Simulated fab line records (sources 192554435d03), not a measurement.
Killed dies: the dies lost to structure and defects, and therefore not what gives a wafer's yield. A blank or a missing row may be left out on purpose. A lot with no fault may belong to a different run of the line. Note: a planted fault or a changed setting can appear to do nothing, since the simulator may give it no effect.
fab line records	flow n5Finfet
record: lots: 8	wafers: 24	lastDay: 19
route steps=1938 shown BEOL_M4@1111 BEOL_M14@1750 PASSIVATION@1936
lots that met no fault: taken from a fault-free run of the same line
startH: the number of hours between the record's first day and the start of the first shown wafer of the lot	waitH: hours elapsed since this lot's preceding step	" same as the row above	L1.1+2: a row that stands for several wafers	- no value, or no start given	* or withheld: withheld	< > ~ a bound
route shown NAME@n: NAME is a module with steps in the file, n the number in the route of the first one	usual: average and standard deviation across the fault-free wafers	same: alike in all rows	chamber/n: place in a boat	sites: per-site readings	_std_site: the standard deviation of these	_edge_site: mean of outer sites minus mean of inner sites	radiusMm: how far each site lies from the wafer's centre	mask NAME#n: copy n	behind: the most recent tool/chamber to have shaped the wafer	hold: why the lot went on hold/how many hours it stayed there/how the hold came to an end	device: the transistor (n, p or np) that didn't switch	end of line: the route-end tests of the same wafers	where a step has no rows: the recipe by itself	killed: count of dies lost to structure and defects at first sort (not the wafer's yield)	map: per-die view of a wafer (x killed, . not killed, _ where there is no die)
set.NAME: setting as actually run; set.NAME@STEP: the setting as run at that earlier step	model.NAME: the simulator's own value behind a step, which no gauge read
steps of the route over a sample of lots; a table a step, a row a wafer
services: from which hour (startH, from the record's first day; less than 0 if before it) a tool's chamber was out of use, for how many hours, and why
== steps ==
step: N5_BEOL_M4_RC_MEAS_101
usual: DIBL_N: 35.1/1.6	DIBL_P: 34.9/1.8	IOFF_N: 0.143/0.026	IOFF_P: 0.21/0.037	ION_N: 671/11	ION_P: 463/7.8	SS_N: 71.2/0.58	SS_P: 73.0/0.54	VT_N: 251/3	VT_P: -250/4.1
lot.wafer	tool	chamber	startH	waitH	DIBL_N[mV/V]	DIBL_P[mV/V]	IOFF_N[nA/um]	IOFF_P[nA/um]	ION_N[uA/um]	ION_P[uA/um]	SS_N[mV/dec]	SS_P[mV/dec]	VT_N[mV]	VT_P[mV]
L989.2	prober-02	0	187.04	0.2	36.0	35.6	0.173	0.22	682	468	71.7	73.0	248	-247
L989.3	"	0	"	"	35.5	35.7	0.165	0.23	682	468	71.4	73.1	247	-244
L989.6	"	0	"	"	38.2	37.7	0.214	0.27	690	469	71.7	73.6	246	-242
L103.2	prober-01	0	280.77	0.2	35.4	34.8	0.146	0.20	679	463	71.4	73.3	253	-248
L103.5	"	0	"	"	36.8	35.9	0.168	0.23	672	462	72.1	72.6	246	-248
L103.6	"	0	"	"	36.3	35.6	0.158	0.21	658	455	71.6	72.7	251	-248
L102.1	prober-02	0	283.55	0.1	34.3	35.3	0.134	0.21	670	468	71.1	73.3	254	-247
L102.2	"	0	"	"	35.3	36.7	0.158	0.22	678	469	71.9	74.3	248	-250
L102.6	"	0	"	"	35.3	36.2	0.158	0.21	680	469	71.5	73.1	250	-249
L106.3	prober-01	0	286.94	0.3	35.7	35.6	0.147	0.19	670	459	71.4	73.1	250	-254
L106.4	"	0	"	"	35.8	35.3	0.151	0.18	672	459	71.8	72.7	250	-255
L106.6	"	0	"	"	34.8	34.3	0.132	0.18	679	464	71.2	72.9	251	-254
L105.2	prober-02	0	311.55	0.2	34.6	33.5	0.104	0.17	647	447	71.2	73.7	256	-256
L105.3	"	0	"	"	35.2	34.0	0.122	0.18	660	455	70.7	73.1	254	-253
L105.4	"	0	"	"	35.7	33.9	0.121	0.18	653	454	70.8	73.1	256	-253
L110.1	prober-02	0	331.02	0.0	38.4	38.9	0.223	0.25	674	451	72.7	74.1	250	-248
L110.4	"	0	"	"	33.5	34.8	0.133	0.19	675	461	70.7	72.9	252	-248
L110.5	"	0	"	"	35.1	36.8	0.157	0.21	681	466	70.6	73.5	248	-252
L111.3	prober-01	0	339.92	0.9	37.5	36.4	0.162	0.26	673	469	71.4	73.5	252	-244
L111.5	"	0	"	"	35.5	34.0	0.135	0.23	673	466	71.0	73.5	251	-247
L111.6	"	0	"	"	36.4	35.6	0.157	0.25	677	476	71.7	74.0	250	-243
L112.1	prober-01	0	340.87	0.0	35.0	35.3	0.138	0.21	667	463	71.1	73.1	249	-248
L112.5	"	0	"	"	34.8	36.6	0.135	0.23	661	462	71.2	73.1	249	-247
L112.6	"	0	"	"	35.2	35.1	0.132	0.21	677	474	71.0	73.1	249	-248
step: N5_BEOL_M14_ETCH_67
recipe: chemistry: CF4	target: SiARC	targetDepthA: 1430	timeS: 238.3	ionEnergyEv: 80	pressureMtorr: 40	sourceW: 545	biasW: 36	Ar_flow_sccm: 100	cf4FlowSccm: 100	ends: cleared
usual: biasW: 35.99/0.12	chamberPressureMTorr: 40.00/0.037	drypumpMotorCurrentA: 5.71/0.25	etchRfOnTimeS: 238/4.6	oesProductAu: 0.70/0.048	rfVppV: 184.3/1	showerheadPlenumPTorr: 2.17/0.063	throttleValvePct: 15.47/0.2
lot.wafer	tool	chamber	startH	waitH	biasW	chamberPressureMTorr	drypumpMotorCurrentA	etchRfOnTimeS	oesProductAu	rfHoursCounterH	rfVppV	showerheadPlenumPTorr	throttleValvePct
L989.2	rieDiel-04	0	289.66	0.0	36.09	39.99	5.43	236	0.78	14	183.0	2.12	15.23
L989.3	"	3	"	"	35.96	40.05	6.02	234	0.71	84	184.4	2.26	15.62
L989.6	"	1	"	"	36.16	40.03	6.00	231	0.75	-	185.3	2.16	15.45
L103.2	rieDiel-05	2	361.48	0.0	36.14	40.00	6.14	242	0.65	141	183.4	2.13	15.82
L103.5	"	0	"	"	35.99	40.02	5.57	238	0.63	-	184.3	2.13	15.44
L103.6	"	1	"	"	35.77	39.98	5.82	243	0.69	-	185.1	2.16	15.22
L102.1	rieDiel-05	3	365.64	0.0	35.92	39.96	5.94	246	0.71	55	184.7	2.11	15.57
L102.2	"	2	"	"	35.99	39.97	6.16	242	0.64	143	184.4	2.13	15.83
L102.6	"	3	"	"	35.93	39.96	5.89	247	0.71	-	182.6	2.11	15.58
L106.3	rieDiel-06	3	366.22	0.0	36.18	40.02	5.26	232	0.75	57	184.9	2.18	15.17
L106.4	"	2	"	"	35.99	39.96	5.73	235	0.68	106	185.2	2.25	15.36
L106.6	"	3	"	"	36.19	40.04	5.27	231	0.76	-	185.0	2.18	15.17
L105.2	rieDiel-04	3	389.98	0.0	35.95	39.95	6.02	237	0.67	110	184.7	2.25	15.67
L105.3	"	0	"	"	36.07	39.97	5.47	237	0.73	41	182.9	2.11	15.27
L105.4	"	2	"	"	35.87	39.99	5.46	239	0.78	26	184.8	2.26	15.60
L110.1	rieDiel-06	0	426.77	0.0	36.25	39.98	5.57	240	0.65	133	185.9	2.24	15.78
L110.4	"	1	"	"	35.95	39.98	5.60	242	0.64	164	182.5	2.07	15.58
L110.5	"	2	"	"	35.81	39.95	5.76	239	0.65	-	186.4	2.24	15.40
L112.1	rieDiel-05	0	427.96	0.0	36.04	40.04	5.58	239	0.62	198	183.8	2.12	15.48
L112.5	"	2	"	"	36.23	40.01	6.15	244	0.63	-	182.8	2.12	15.87
L112.6	"	1	"	"	35.93	39.88	5.79	241	0.67	-	183.4	2.16	15.29
L111.3	rieDiel-06	3	428.30	0.0	36.03	40.02	5.26	233	0.72	80	185.0	2.17	15.23
L111.5	"	1	"	"	35.84	39.99	5.60	238	0.65	-	183.1	2.07	15.59
L111.6	"	0	"	"	36.01	40.02	5.56	241	0.65	-	184.3	2.24	15.77
step: N5_BEOL_M14_ETCH_68
recipe: chemistry: N2/H2	target: SOC	maskMaterial: SiARC	sourceW: 3000	biasW: 350	tempC: 40	timeS: 450	ionEnergyEv: 200	pressureMtorr: 30	n2FlowSccm: 200	h2FlowSccm: 200
usual: biasW: 350.0/0.95	chamberPressureMTorr: 30.003/0.028	drypumpMotorCurrentA: 5.71/0.25	oesProductAu: 0.82/0.054	rfVppV: 524.6/2.3	showerheadPlenumPTorr: 2.57/0.083	throttleValvePct: 17.64/0.26
same: timeS: 450
lot.wafer	tool	chamber	startH	waitH	biasW	chamberPressureMTorr	drypumpMotorCurrentA	oesProductAu	rfHoursCounterH	rfVppV	showerheadPlenumPTorr	throttleValvePct
L989.2	rieDiel-04	0	289.81	0.1	349.1	30.007	5.43	0.92	15	523.0	2.49	17.42
L989.3	"	3	"	"	350.9	30.008	6.03	0.83	84	528.7	2.69	17.80
L989.6	"	1	"	"	349.1	30.002	6.05	0.87	-	526.2	2.58	17.65
L103.2	rieDiel-05	2	361.63	0.1	349.9	29.998	6.16	0.77	142	523.6	2.55	18.07
L103.5	"	0	"	"	348.8	29.978	5.57	0.73	-	524.1	2.53	17.56
L103.6	"	1	"	"	351.7	30.015	5.83	0.81	-	524.9	2.56	17.28
L102.1	rieDiel-05	3	365.79	0.1	349.7	29.986	5.89	0.84	55	521.0	2.48	17.84
L102.2	"	2	"	"	348.8	30.064	6.13	0.77	143	525.1	2.55	18.05
L102.6	"	3	"	"	351.0	30.028	5.90	0.85	-	522.4	2.48	17.83
L106.3	rieDiel-06	3	366.36	0.1	349.9	30.034	5.27	0.87	57	523.8	2.58	17.35
L106.4	"	2	"	"	349.6	29.989	5.75	0.79	106	527.3	2.66	17.37
L106.6	"	3	"	"	348.7	29.976	5.28	0.87	-	524.1	2.58	17.35
L105.2	rieDiel-04	3	390.13	0.1	349.6	30.057	6.03	0.79	110	527.3	2.68	17.85
L105.3	"	0	"	"	349.0	30.005	5.45	0.87	41	521.3	2.48	17.48
L105.4	"	2	"	"	349.5	30.053	5.45	0.92	26	529.1	2.72	17.91
L110.1	rieDiel-06	0	426.91	0.1	350.2	29.974	5.62	0.77	133	526.8	2.67	17.98
L110.4	"	1	"	"	350.0	29.965	5.62	0.74	164	521.9	2.44	17.82
L110.5	"	2	"	"	350.2	30.031	5.74	0.76	-	528.7	2.65	17.44
L112.1	rieDiel-05	0	428.10	0.1	350.3	30.031	5.57	0.72	198	522.7	2.52	17.59
L112.5	"	2	"	"	350.5	30.005	6.15	0.74	-	523.7	2.54	18.08
L112.6	"	1	"	"	350.1	30.061	5.82	0.78	-	523.8	2.55	17.30
L111.3	rieDiel-06	3	428.45	0.1	350.8	30.041	5.29	0.84	80	523.7	2.57	17.39
L111.5	"	1	"	"	348.7	29.995	5.62	0.76	-	520.7	2.44	17.84
L111.6	"	0	"	"	350.5	30.040	5.58	0.77	-	525.8	2.67	17.95
step: N5_BEOL_M14_SPUTTER_44
recipe: material: Ta	targetThkA: 150	tempC: 50	biasV: 80	powerW: 15000	chamberPressurePa: 0.07	timeS: 24.19
usual: biasV: 80.0/0.69	cathodeDcPowerW: 15000/2.6	throttleValvePct: 30.7/1.1	timeS: 24.19/0
lot.wafer	tool	chamber	startH	waitH	biasV	cathodeDcPowerW	throttleValvePct	timeS
L989.2	pvdSputter-02	-	294.65	0.0	80.1	15005	29.7	24.19
L989.3	"	-	"	"	80.4	15001	30.1	24.19
L989.6	"	-	"	"	79.9	14998	30.0	24.19
L103.2	pvdSputter-03	-	362.79	0.0	-	-	-	-
L103.5	"	-	"	"	-	-	-	-
L103.6	"	-	"	"	-	-	-	-
L102.1	pvdSputter-02	-	366.84	0.0	-	-	-	-
L102.2	"	-	"	"	-	-	-	-
L102.6	"	-	"	"	-	-	-	-
L106.3	pvdSputter-02	-	367.40	0.0	-	-	-	-
L106.4	"	-	"	"	-	-	-	-
L106.6	"	-	"	"	-	-	-	-
L105.2	pvdSputter-03	-	392.05	0.0	80.1	15004	30.5	24.19
L105.3	"	-	"	"	80.7	15001	28.7	24.19
L105.4	"	-	"	"	80.9	15001	30.5	24.19
L110.1	pvdSputter-03	-	428.36	0.0	79.9	15000	28.7	24.19
L110.4	"	-	"	"	79.4	15005	30.7	24.19
L110.5	"	-	"	"	80.4	14998	30.5	24.19
L111.3	pvdSputter-01	-	431.10	0.0	79.5	14999	30.9	24.19
L111.5	"	-	"	"	79.8	14998	30.8	24.19
L111.6	"	-	"	"	80.5	15000	32.2	24.19
L112.1	pvdSputter-03	-	431.36	0.0	80.8	15000	30.5	24.19
L112.5	"	-	"	"	80.5	15000	30.9	24.19
L112.6	"	-	"	"	79.5	14999	30.5	24.19
step: N5_BEOL_M14_CMP_49
recipe: stopOn: SiO2	tOverpolishS: 5.2	downForcePsi: 2	platenRpm: 80	clearingPlatenDownForcePsi: 2	clearingPlatenRpm: 80	postCmpClean: cuAlkaline	targetThkNm: 560	clearingPlatenPadVelocityMS: 1.5917	padVelocityMS: 1.5917
usual: barrierFieldEndpointS: 11.37/0.26	motorCurrentA: 7.7/0.71	retainingRingPressureFrac: 1.001/0.0052
lot.wafer	tool	chamber	startH	waitH	barrierFieldEndpointS	motorCurrentA	retainingRingPressureFrac
L989.3	cmp-01	0	295.43	0.2	11.32	7.2	0.995
L989.2	"	1	"	"	11.40	8.0	1.002
L989.6	"	2	"	"	11.06	7.4	1.008
L103.2	cmp-01	2	363.72	0.3	5.69	7.1	1.004
L103.5	"	3	"	"	5.86	7.2	0.998
L103.6	"	0	"	"	5.66	6.9	0.994
L102.2	cmp-01	0	368.45	0.2	5.68	6.8	0.991
L102.1	"	2	"	"	5.72	7.2	1.001
L102.6	"	1	"	"	5.80	7.8	1.011
L106.3	cmp-02	3	368.74	0.2	5.67	8.0	1.004
L106.4	"	0	"	"	5.79	8.7	1.002
L106.6	"	0	"	"	5.92	8.5	1.007
L105.2	cmp-04	0	392.79	0.3	11.74	6.9	0.994
L105.3	"	1	"	"	11.82	8.1	1.003
L105.4	"	2	"	"	11.70	7.9	1.007
L110.1	cmp-02	0	429.54	0.3	11.28	8.9	1.000
L110.4	"	3	"	"	11.45	8.1	0.995
L110.5	"	1	"	"	11.41	7.4	1.010
L111.3	cmp-02	0	431.90	0.3	11.35	8.2	0.992
L111.5	"	1	"	"	11.17	7.2	1.000
L111.6	"	2	"	"	11.08	7.6	1.001
L112.1	cmp-04	1	432.15	0.4	10.91	8.3	1.008
L112.5	"	2	"	"	11.00	7.6	0.994
L112.6	"	3	"	"	11.24	8.4	1.000
step: N5_BEOL_M14_THK_MEAS_50
recipe: thkMeasGauge: xrf	reads: Cu_of_BEOL_M14_ECD_47
usual: M14_THK: 553/11
lot.wafer	tool	chamber	startH	waitH	M14_THK[nm]
L989.2	filmMetro-01	-	295.65	-	565
L989.3	"	-	"	"	566
L989.6	"	-	"	"	560
L103.2	filmMetro-01	-	363.90	-	561
L103.5	"	-	"	"	567
L103.6	"	-	"	"	560
L102.1	filmMetro-02	-	368.74	-	553
L102.2	"	-	"	"	552
L102.6	"	-	"	"	553
L106.3	filmMetro-02	-	369.05	0.3	581
L106.4	"	-	"	"	573
L106.6	"	-	"	"	581
L105.2	filmMetro-02	-	393.05	-	559
L105.3	"	-	"	"	557
L105.4	"	-	"	"	554
L110.1	filmMetro-02	-	429.84	-	552
L110.4	"	-	"	"	550
L110.5	"	-	"	"	556
L111.3	filmMetro-02	-	432.09	-	564
L111.5	"	-	"	"	547
L111.6	"	-	"	"	543
L112.1	filmMetro-01	-	432.34	-	546
L112.5	"	-	"	"	539
L112.6	"	-	"	"	544
step: N5_PASSIVATION_PROBE_49
usual: defectLimitedYield: 91.1/1.4	killed_at_M0_to_M3: 36/11	killed_at_M4_up: 14/5.2	killedAtContacts: 12/6.1	killedAtFrontEnd: 40/12	killedAtOther: 3.2/2.5	killedDies: 105/16	killedOnRim: 14/4.4	killedOpen: 68/12	killedShort: 35/8.7	sort_bin_5_function: 5.2/0.89	sort_bin_6_memory: 3.3/0.66	sortNPass: 1074/16	sortYieldPct: 91.1/1.4
same: grossDies: 1180	killedAtBackSide: 0	sort_bin_4_leakage[%]: 0	sort_bin_8_speed[%]: 0
lot.wafer	tool	chamber	startH	waitH	defectLimitedYield[%]	killed_at_M0_to_M3	killed_at_M4_up	killedAtContacts	killedAtFrontEnd	killedAtOther	killedDies	killedOnRim	killedOpen	killedShort	sort_bin_5_function[%]	sort_bin_6_memory[%]	sortNPass	sortYieldPct[%]
L989.2	prober-01	-	320.60	0.1	89.8	44	19	13	38	6	120	16	75	45	5.6	4.2	1060	89.8
L989.3	prober-01	-	320.65	0.1	90.8	26	21	13	45	3	108	11	76	30	5.8	3.1	1072	90.8
L989.6	prober-01	-	320.80	0.3	89.3	33	22	8	63	0	126	19	75	45	7.3	2.8	1054	89.3
L103.2	prober-01	-	384.45	0.1	83.2	19	124	13	42	0	198	9	64	21	13.9	2.7	982	83.2
L103.5	prober-01	-	384.60	0.2	82.1	31	117	5	55	3	211	73	67	42	14.4	3.3	969	82.1
L103.6	prober-01	-	384.65	0.3	80.3	29	119	27	58	0	233	65	83	49	14.9	4.4	947	80.3
L106.3	prober-01	-	387.76	0.1	82.5	47	113	16	29	2	207	45	73	36	14.3	2.9	973	82.5
L106.4	prober-01	-	387.81	0.2	81.1	49	115	22	35	2	223	16	92	28	14.2	4.5	957	81.1
L106.6	prober-01	-	387.91	0.3	80.3	29	142	13	45	4	233	12	62	36	16.9	2.4	947	80.3
L102.1	prober-01	-	388.14	0.0	81.7	42	110	5	52	7	216	53	62	46	13.2	3.8	964	81.7
L102.2	prober-01	-	388.19	0.1	80.1	58	106	11	57	3	235	24	95	47	14.9	4.6	945	80.1
L102.6	prober-01	-	388.39	0.3	81.1	60	110	8	41	4	223	49	82	39	14.3	3.9	957	81.1
L105.2	prober-01	-	412.03	0.1	93.8	22	10	6	35	0	73	8	49	24	3.0	3.0	1107	93.8
L105.3	prober-01	-	412.08	0.1	94.1	18	12	4	32	4	70	14	52	18	2.8	2.8	1110	94.1
L105.4	prober-01	-	412.13	0.2	92.0	36	13	10	32	3	94	13	60	34	5.3	2.6	1086	92.0
L110.1	prober-01	-	453.25	0.0	89.7	50	22	12	34	4	122	17	63	53	6.2	3.6	1058	89.7
L110.4	prober-01	-	453.40	0.2	90.3	55	8	21	28	2	114	20	64	45	5.4	4.2	1066	90.3
L110.5	prober-01	-	453.45	0.2	91.3	36	11	29	26	1	103	15	49	48	5.5	2.9	1077	91.3
L111.3	prober-02	-	458.45	0.1	91.7	42	15	9	25	7	98	15	64	26	4.7	2.6	1082	91.7
L111.5	prober-02	-	458.55	0.2	90.8	49	18	13	27	1	108	13	71	34	5.5	3.3	1072	90.8
L111.6	prober-02	-	458.60	0.3	90.6	52	16	6	36	1	111	15	72	34	5.2	4.0	1069	90.6
L112.1	prober-01	-	459.12	0.0	89.2	34	6	23	63	2	128	16	72	54	5.9	4.3	1052	89.2
L112.5	prober-01	-	459.32	0.2	90.3	25	12	13	65	0	115	13	78	36	5.8	3.6	1065	90.3
L112.6	prober-01	-	459.37	0.3	90.5	33	14	12	51	2	112	16	73	34	5.3	3.6	1068	90.5
killed by level:class
L989.2 MOL_CONTACT_COAG:geometricParticle:open=12 BEOL_M2:geometricParticle:open=11 STI_FIN_REVEAL:geometricParticle:open=9 BEOL_M4:geometricParticle:short=7 BEOL_M4:geometricParticle:open=7 FIN_SAQP:geometricParticle:short=6 BEOL_M3:geometricParticle:open=6 BEOL_M1:geometricParticle:open=5
L989.3 STI_FIN_REVEAL:geometricParticle:open=13 BEOL_M2:geometricParticle:open=10 MOL_CONTACT_COAG:geometricParticle:open=9 FIN_SAQP:geometricParticle:open=7 BEOL_M4:geometricParticle:open=7 FIN_SAQP:geometricParticle:short=6 BEOL_M0_SAQP:geometricParticle:open=6 DUMMY_GATE:geometricParticle:open=4
L989.6 FIN_SAQP:geometricParticle:open=14 FIN_SAQP:geometricParticle:short=11 BEOL_M4:geometricParticle:open=10 BEOL_M0_SAQP:geometricParticle:short=9 STI_FIN_REVEAL:geometricParticle:open=7 DUMMY_GATE:geometricParticle:open=7 BEOL_M1:geometricParticle:short=6 MOL_CONTACT_COAG:geometricParticle:open=6
L103.2 BEOL_M14:areaSputter=113 FIN_SAQP:geometricParticle:open=22 FIN_SAQP:geometricParticle:short=10 MOL_CONTACT_COAG:geometricParticle:open=10 BEOL_M4:geometricParticle:open=6 STARTING-WAFER:geometricParticle:open=5 BEOL_M1:geometricParticle:open=5 BEOL_M0_SAQP:geometricParticle:open=4
L103.5 BEOL_M14:areaSputter=100 FIN_SAQP:geometricParticle:short=14 FIN_SAQP:geometricParticle:open=10 STI_FIN_REVEAL:geometricParticle:open=9 BEOL_M4:geometricParticle:open=8 BEOL_M0_SAQP:geometricParticle:open=7 BEOL_M0_SAQP:geometricParticle:short=5 BEOL_M2:geometricParticle:open=5
L103.6 BEOL_M14:areaSputter=100 FIN_SAQP:geometricParticle:short=21 MOL_CONTACT_COAG:geometricParticle:open=21 FIN_SAQP:geometricParticle:open=16 BEOL_M3:geometricParticle:open=8 STI_FIN_REVEAL:geometricParticle:open=7 MOL_CONTACT_COAG:geometricParticle:short=6 BEOL_M0_SAQP:geometricParticle:short=6
L106.3 BEOL_M14:areaSputter=94 BEOL_M2:geometricParticle:open=12 MOL_CONTACT_COAG:geometricParticle:open=11 BEOL_M1:geometricParticle:open=11 STI_FIN_REVEAL:geometricParticle:open=8 BEOL_M0_SAQP:geometricParticle:short=7 BEOL_M4:geometricParticle:open=7 BEOL_M2:geometricParticle:short=5
L106.4 BEOL_M14:areaSputter=101 BEOL_M2:geometricParticle:open=20 MOL_CONTACT_COAG:geometricParticle:open=18 STI_FIN_REVEAL:geometricParticle:open=11 BEOL_M1:geometricParticle:open=9 DUMMY_GATE:geometricParticle:open=7 BEOL_M0_SAQP:geometricParticle:open=6 BEOL_M4:geometricParticle:open=5
L106.6 BEOL_M14:areaSputter=130 STI_FIN_REVEAL:geometricParticle:open=12 MOL_CONTACT_COAG:geometricParticle:open=11 GATE_CUT:geometricParticle:short=7 FIN_SAQP:geometricParticle:short=6 STI_FIN_REVEAL:geometricParticle:short=6 BEOL_M0_SAQP:geometricParticle:open=6 BEOL_M1:geometricParticle:open=5
L102.1 BEOL_M14:areaSputter=100 FIN_SAQP:geometricParticle:short=10 FIN_SAQP:geometricParticle:open=9 BEOL_M2:geometricParticle:open=9 STI_FIN_REVEAL:geometricParticle:open=8 BEOL_M3:geometricParticle:short=7 HKMG_FIN:areaEtch=7 BEOL_M2:geometricParticle:short=6
L102.2 BEOL_M14:areaSputter=92 BEOL_M3:geometricParticle:open=14 FIN_SAQP:geometricParticle:short=13 BEOL_M2:geometricParticle:open=12 DUMMY_GATE:geometricParticle:open=10 FIN_SAQP:geometricParticle:open=8 STI_FIN_REVEAL:geometricParticle:open=8 MOL_CONTACT_COAG:geometricParticle:open=8
L102.6 BEOL_M14:areaSputter=96 BEOL_M3:geometricParticle:open=14 BEOL_M2:geometricParticle:open=12 FIN_SAQP:geometricParticle:short=10 BEOL_M1:geometricParticle:open=10 DUMMY_GATE:geometricParticle:open=8 BEOL_M0_SAQP:geometricParticle:short=7 BEOL_M4:geometricParticle:open=7
L105.2 FIN_SAQP:geometricParticle:short=13 FIN_SAQP:geometricParticle:open=7 BEOL_M0_SAQP:geometricParticle:open=7 STI_FIN_REVEAL:geometricParticle:open=6 MOL_CONTACT_COAG:geometricParticle:open=6 BEOL_M3:geometricParticle:open=6 STARTING-WAFER:geometricParticle:short=4 BEOL_M2:geometricParticle:open=3
L105.3 STI_FIN_REVEAL:geometricParticle:open=8 FIN_SAQP:geometricParticle:open=7 BEOL_M7:geometricParticle:open=5 DUMMY_GATE:geometricParticle:open=4 BEOL_M2:geometricParticle:open=4 BEOL_M3:geometricParticle:open=4 FIN_SAQP:geometricParticle:short=3 MOL_CONTACT_COAG:geometricParticle:open=3
L105.4 FIN_SAQP:geometricParticle:open=12 BEOL_M1:geometricParticle:open=8 MOL_CONTACT_COAG:geometricParticle:open=7 FIN_SAQP:geometricParticle:short=6 BEOL_M2:geometricParticle:open=6 BEOL_M3:geometricParticle:open=6 BEOL_M0_SAQP:geometricParticle:open=5 BEOL_M0_SAQP:geometricParticle:short=5
L110.1 BEOL_M0_SAQP:geometricParticle:short=15 BEOL_M0_SAQP:geometricParticle:open=11 BEOL_M1:geometricParticle:open=9 FIN_SAQP:geometricParticle:short=8 MOL_CONTACT_COAG:geometricParticle:open=8 BEOL_M1:geometricParticle:short=6 STARTING-WAFER:geometricParticle:short=6 BEOL_M5:geometricParticle:open=5
L110.4 MOL_CONTACT_COAG:geometricParticle:open=15 BEOL_M0_SAQP:geometricParticle:short=13 BEOL_M1:geometricParticle:open=11 BEOL_M0_SAQP:geometricParticle:open=10 BEOL_M1:geometricParticle:short=7 FIN_SAQP:geometricParticle:open=6 MOL_CONTACT_COAG:geometricParticle:short=5 DUMMY_GATE:geometricParticle:open=5
L110.5 MOL_CONTACT_COAG:geometricParticle:short=14 MOL_CONTACT_COAG:geometricParticle:open=14 BEOL_M1:geometricParticle:open=11 BEOL_M1:geometricParticle:short=10 FIN_SAQP:geometricParticle:short=9 BEOL_M4:geometricParticle:open=7 BEOL_M0_SAQP:geometricParticle:short=4 STARTING-WAFER:geometricParticle:short=4
L111.3 BEOL_M2:geometricParticle:open=16 BEOL_M0:geometricParticle:short=8 MOL_CONTACT_COAG:geometricParticle:open=7 BEOL_M0_SAQP:geometricParticle:open=7 BEOL_M1:geometricParticle:open=7 STI_FIN_REVEAL:geometricParticle:open=6 MIM_TOP_ETCH:geometricParticle:open=6 HKMG_FIN:areaEtch=5
L111.5 BEOL_M2:geometricParticle:open=15 MOL_CONTACT_COAG:geometricParticle:open=10 BEOL_M0_SAQP:geometricParticle:short=10 STI_FIN_REVEAL:geometricParticle:open=9 FIN_SAQP:geometricParticle:short=7 BEOL_M3:geometricParticle:open=6 BEOL_M0:geometricParticle:open=5 BEOL_M0:geometricParticle:short=5
L111.6 BEOL_M2:geometricParticle:open=28 BEOL_M0_SAQP:geometricParticle:open=9 FIN_SAQP:geometricParticle:short=8 MOL_CONTACT_COAG:geometricParticle:open=5 GATE_CUT:geometricParticle:short=5 BEOL_M2:geometricParticle:short=4 BEOL_M5:geometricParticle:open=4 STI_FIN_REVEAL:geometricParticle:open=3
L112.1 FIN_SAQP:geometricParticle:short=20 MOL_CONTACT_COAG:geometricParticle:open=18 FIN_SAQP:geometricParticle:open=14 GATE_CUT:geometricParticle:short=10 BEOL_M0_SAQP:geometricParticle:open=8 BEOL_M1:geometricParticle:open=7 DUMMY_GATE:geometricParticle:open=7 BEOL_M0_SAQP:geometricParticle:short=7
L112.5 FIN_SAQP:geometricParticle:open=24 GATE_CUT:geometricParticle:short=10 MOL_CONTACT_COAG:geometricParticle:open=10 BEOL_M4:geometricParticle:open=9 FIN_SAQP:geometricParticle:short=8 DUMMY_GATE:geometricParticle:open=6 BEOL_M3:geometricParticle:open=6 BEOL_M3:geometricParticle:short=6
L112.6 FIN_SAQP:geometricParticle:open=16 MOL_CONTACT_COAG:geometricParticle:open=11 BEOL_M2:geometricParticle:open=7 BEOL_M3:geometricParticle:short=7 DUMMY_GATE:geometricParticle:open=6 BEOL_M3:geometricParticle:open=6 FIN_SAQP:geometricParticle:short=5 GATE_CUT:geometricParticle:short=5
== services ==
tool	chamber	startH	hours	kind
cmp-01	-	271.38	4.5	repair
rieDiel-04	2	272.93	-	clean
rieDiel-04	2	272.93	-	consumableReplace:focusRing
rieDiel-04	2	272.93	-	consumableReplace:showerhead
rieDiel-04	2	272.93	28.6	scheduledDown
rieDiel-04	-	292.12	28.1	pm
cmp-01	-	311.58	2.0	repair
cmp-04	-	313.29	1.4	repair
cmp-01	-	317.92	4.0	pm
cmp-01	-	325.08	1.0	repair
rieDiel-04	1	326.00	10.0	repair
rieDiel-05	0	329.85	3.2	repair
rieDiel-05	-	339.29	2.8	pm
cmp-02	-	339.95	0.9	repair
rieDiel-04	-	341.02	0.3	repair
rieDiel-05	1	355.98	1.7	repair
cmp-04	-	368.88	4.0	pm
cmp-02	-	368.98	4.0	pm
rieDiel-04	-	391.12	0.2	repair
rieDiel-06	0	393.32	5.4	repair
pvdSputter-02	-	394.73	1.5	repair
cmp-01	-	397.26	1.1	repair
cmp-02	-	397.58	0.9	repair
cmp-02	-	409.81	0.5	repair
== key ==
firstSign: step: N5_BEOL_M14_SPUTTER_44	reading: toolRecord	direction: missing
effect: step: N5_BEOL_M14_CMP_49	reading: barrierFieldEndpointS	direction: down	sigmas: 22	usual: 11.37	struck: 5.75
effect: step: N5_PASSIVATION_PROBE_49	reading: killed_at_M4_up	direction: up	sigmas: 20	usual: 14	struck: 117
moreKillsBornAt: N5_BEOL_M14_SPUTTER_44@pvdSputter-02: 616	N5_BEOL_M14_SPUTTER_44@pvdSputter-03: 314
metAt N5_BEOL_M14_SPUTTER_44
struckLots L102,L103,L106
notActingAt N5_BEOL_M14_ETCH_67,N5_BEOL_M14_ETCH_68,N5_BEOL_M14_THK_MEAS_50
onsetBetween 294.65 362.79
fault: kind: skippedStepWhole	tool: pvdSputter-02,pvdSputter-03	chamber: -	onsetH: 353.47	steps: N5_BEOL_M14_SPUTTER_44	scope: struckLotsOnly
